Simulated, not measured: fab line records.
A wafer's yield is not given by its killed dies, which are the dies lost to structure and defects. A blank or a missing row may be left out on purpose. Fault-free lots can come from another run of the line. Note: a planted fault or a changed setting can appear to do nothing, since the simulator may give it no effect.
Matching of chambers | flow n5_finfet | N5_BEOL_M11_DESCUM_16 on rie_diel-01: 4 sister chambers
The step chemistry O2, time 7.9 s. 24 wafers are shown with their chamber, then 12 later ones without.

## WAFERS WITH THEIR CHAMBER
wafer  | chamber | drypump_motor_current_A (A) | showerhead_plenum_p_Torr (Torr) | throttle_valve_pct (%)
L075.1 | 1       | 5.7                         | 2.09                            | 20.38
L075.4 | 2       | 4.9                         | 2.03                            | 20.18
L075.5 | 2       | 4.9                         | 2.03                            | 20.18
L077.2 | 3       | 5.5                         | 2.13                            | 20.37
L077.3 | 1       | 5.7                         | 2.09                            | 20.40
L077.4 | 2       | 4.8                         | 2.03                            | 20.17
L079.1 | 2       | 4.9                         | 2.02                            | 20.19
L079.4 | 3       | 5.5                         | 2.13                            | 20.37
L079.6 | 0       | 5.8                         | 2.22                            | 20.56
L078.1 | 1       | 5.7                         | 2.09                            | 20.38
L078.4 | 0       | 5.8                         | 2.22                            | 20.58
L078.5 | 2       | 4.9                         | 2.02                            | 20.19
L083.1 | 3       | 5.5                         | 2.13                            | 20.39
L083.4 | 2       | 4.8                         | 2.02                            | 20.21
L083.5 | 0       | 5.8                         | 2.21                            | 20.59
L086.1 | 3       | 5.5                         | 2.12                            | 20.41
L086.5 | 1       | 5.7                         | 2.09                            | 20.40
L086.6 | 0       | 5.8                         | 2.21                            | 20.61
L088.2 | 1       | 5.7                         | 2.09                            | 20.40
L088.5 | 1       | 5.7                         | 2.09                            | 20.43
L088.6 | 3       | 5.5                         | 2.12                            | 20.41
L087.1 | 1       | 5.7                         | 2.09                            | 20.42
L087.2 | 3       | 5.5                         | 2.12                            | 20.41
L087.3 | 2       | 4.8                         | 2.02                            | 20.21

SIGNATURES (averages over the wafers above)
reading                  | chamber 0 | chamber 1 | chamber 2 | chamber 3 | scatter within a chamber
drypump_motor_current_A  | 5.800     | 5.700     | 4.857     | 5.500     | 0.0293
showerhead_plenum_p_Torr | 2.2150    | 2.0900    | 2.0243    | 2.1250    | 0.00459
throttle_valve_pct       | 20.5850   | 20.4014   | 20.1900   | 20.3933   | 0.0183
Rule: for each reading, subtract the chamber's mean from the wafer's reading, divide by that reading's scatter and square the result; add these up over the readings and take the root, which gives the wafer's distance from the chamber. If the next closest chamber is less than 2 further off than the closest, the wafer can't be placed; otherwise it belongs to the closest. The scatter: take each reading less its chamber's mean, square it, sum over the shown wafers, divide by the number of wafers less the number of chambers, and take the root.

## WAFERS WHOSE CHAMBER IS MISSING
wafer  | drypump_motor_current_A (A) | showerhead_plenum_p_Torr (Torr) | throttle_valve_pct (%)
L090.2 | 4.9                         | 2.02                            | 20.22
L090.3 | 5.8                         | 2.21                            | 20.61
L090.6 | 5.8                         | 2.21                            | 20.58
L095.1 | 5.5                         | 2.12                            | 20.42
L095.2 | 4.9                         | 2.01                            | 20.25
L095.3 | 5.8                         | 2.20                            | 20.62
L095.4 | 5.7                         | 2.08                            | 20.43
L095.5 | 5.8                         | 2.20                            | 20.61
L095.6 | 5.5                         | 2.12                            | 20.44
L096.1 | 5.5                         | 2.12                            | 20.43
L096.3 | 4.9                         | 2.01                            | 20.23
L096.6 | 5.5                         | 2.12                            | 20.44

## WHICH CHAMBER EACH WENT THROUGH
wafer  | from the rows above | in truth
L090.2 | 2                   | 2
L090.3 | 0                   | 0
L090.6 | 0                   | 0
L095.1 | 3                   | 3
L095.2 | 2                   | 2
L095.3 | 0                   | 0
L095.4 | 1                   | 1
L095.5 | 0                   | 0
L095.6 | 3                   | 3
L096.1 | 3                   | 3
L096.3 | 2                   | 2
L096.6 | 3                   | 3
Correctly placed: 12 of 12. Can't be placed from these rows: 0. Placed wrongly: 0.
